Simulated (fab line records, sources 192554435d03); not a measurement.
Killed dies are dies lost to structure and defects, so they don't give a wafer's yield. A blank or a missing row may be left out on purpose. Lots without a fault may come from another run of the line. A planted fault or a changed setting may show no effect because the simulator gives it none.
A struck lot beside a sound one | flow n5_finfet | 14 steps out of a route of 1938
Sound: wafers L150.1, L150.5, L150.6. Struck: wafer L145.6. (L145.4, L145.5 of the same lot were not struck and are left out.) The cause comes at the end.
At each step with rows: each side's tool, then ch and its chambers, then its first start. Under that, the readings that differ: sound wafers | struck wafers | difference of the means | sigmas: that difference in standard deviations of wafers without a fault.
alike: readings whose means differ by less than 2 such deviations, and words and numbers that are the same on both sides. not compared: withheld readings, readings that some wafer has no value for, bounds like >300 that may hide the same value, and numbers for which the record gives no deviation and whose values overlap.
The two part at a step that has a row with sigmas, a row that says differs or no value, or rows on one side only. Numbers that don't overlap but have no deviation are shown without sigmas and don't part them. A reading that every wafer of one side lacks parts them only if that side has two wafers or more.

N5_BEOL_M7_OVL_MEAS_29:
  sound on overlay-02 ch 0, day 13 17:52; struck on overlay-02 ch 0, day 12 17:26
  alike: V6_OVL
N5_BEOL_M7_INSPECT_30: inspects for defects (brightfield).
  sound on defect_inspect-02, day 13 17:55; struck on defect_inspect-01, day 12 17:28
  alike: raw_defect_count
N5_BEOL_M7_DESCUM_33: chemistry O2, time 7 s.
  sound on rie_diel-06 ch 0,1,3, day 13 17:57; struck on rie_diel-05 ch 3, day 12 17:31
  alike: drypump_motor_current_A, oes_product_au, rf_vpp_V, showerhead_plenum_p_Torr, throttle_valve_pct
  not compared: rf_hours_counter_h
N5_BEOL_M7_ETCH_72: etches underlayer in N2/H2, target depth 6.5 nm, time 5.2 s.
  sound on rie_diel-06 ch 0,1,3, day 13 17:59; struck on rie_diel-05 ch 3, day 12 17:33
  alike: drypump_motor_current_A, etch_rf_on_time_s, oes_product_au, rf_vpp_V, showerhead_plenum_p_Torr, throttle_valve_pct
  not compared: rf_hours_counter_h
then, 4 steps without rows for these wafers: N5_BEOL_M7_ETCH_65 (etches SiARC in CF4, target depth 15.6 nm, time 26 s); N5_BEOL_M7_ETCH_66 (etches SOC in N2/H2, target depth 80 nm, overetch 16 nm, time 120 s); N5_BEOL_M7_STRIP_69 (strips in N2/H2); N5_BEOL_M7_STRIP_73 (strips in N2/H2).
N5_BEOL_M7_VIA_ETCH_34: etches SiCOH lowk in C4F6/O2, target depth 125.5 nm, time 50.5 s.
  sound on rie_diel-06 ch 0,1,3, day 13 18:08; struck on rie_diel-05 ch 3, day 12 17:42
  reading      | sound       | struck | difference | sigmas
  rf_vpp_V (V) | 670 661 657 | 679    | +16        | +3
  alike: drypump_motor_current_A, oes_product_au, showerhead_plenum_p_Torr, throttle_valve_pct
  not compared: rf_hours_counter_h
then, 1 step without rows for these wafers: N5_BEOL_M7_STRIP_76 (strips in C4F6/O2).
N5_BEOL_M7_STRIP_36: strips in N2/H2.
  sound on rie_diel-06 ch 0,1,3, day 13 18:11; struck on rie_diel-05 ch 3, day 12 17:46
  alike: drypump_motor_current_A, oes_product_au, rf_vpp_V, showerhead_plenum_p_Torr, throttle_valve_pct
  not compared: rf_hours_counter_h
then, 1 step without rows for these wafers: N5_BEOL_M7_TRENCH_ETCH_37 (etches SiCOH lowk in C4F6/O2, target depth 93.478 nm, time 31.2 s).
N5_BEOL_M7_ETCH_41: etches SiCN in CH3F/O2, target depth 31.9 nm, time 57.8 s.
  sound on rie_diel-06 ch 0,1,3, day 13 18:16; struck on rie_diel-05 ch 3, day 12 17:50
  reading                  | sound             | struck | difference | sigmas
  model.etch.depth_nm (nm) | 22.03 22.64 21.64 | 18.15  | -3.95      |
  alike: drypump_motor_current_A, oes_product_au, rf_vpp_V, showerhead_plenum_p_Torr, throttle_valve_pct
  not compared: rf_hours_counter_h
N5_BEOL_M7_STRIP_80: strips in N2/H2, time 10 s.
  sound on rie_diel-06 ch 0,1,3; struck on rie_diel-05 ch 3
  alike: drypump_motor_current_A, oes_product_au, rf_vpp_V, showerhead_plenum_p_Torr, throttle_valve_pct
  not compared: rf_hours_counter_h

WHERE THEY PART
Only at N5_BEOL_M7_VIA_ETCH_34, within this record. Later steps at which nothing parts them and some readings are alike: N5_BEOL_M7_STRIP_36, N5_BEOL_M7_ETCH_41, N5_BEOL_M7_STRIP_80.

WHY: what the simulator had put in
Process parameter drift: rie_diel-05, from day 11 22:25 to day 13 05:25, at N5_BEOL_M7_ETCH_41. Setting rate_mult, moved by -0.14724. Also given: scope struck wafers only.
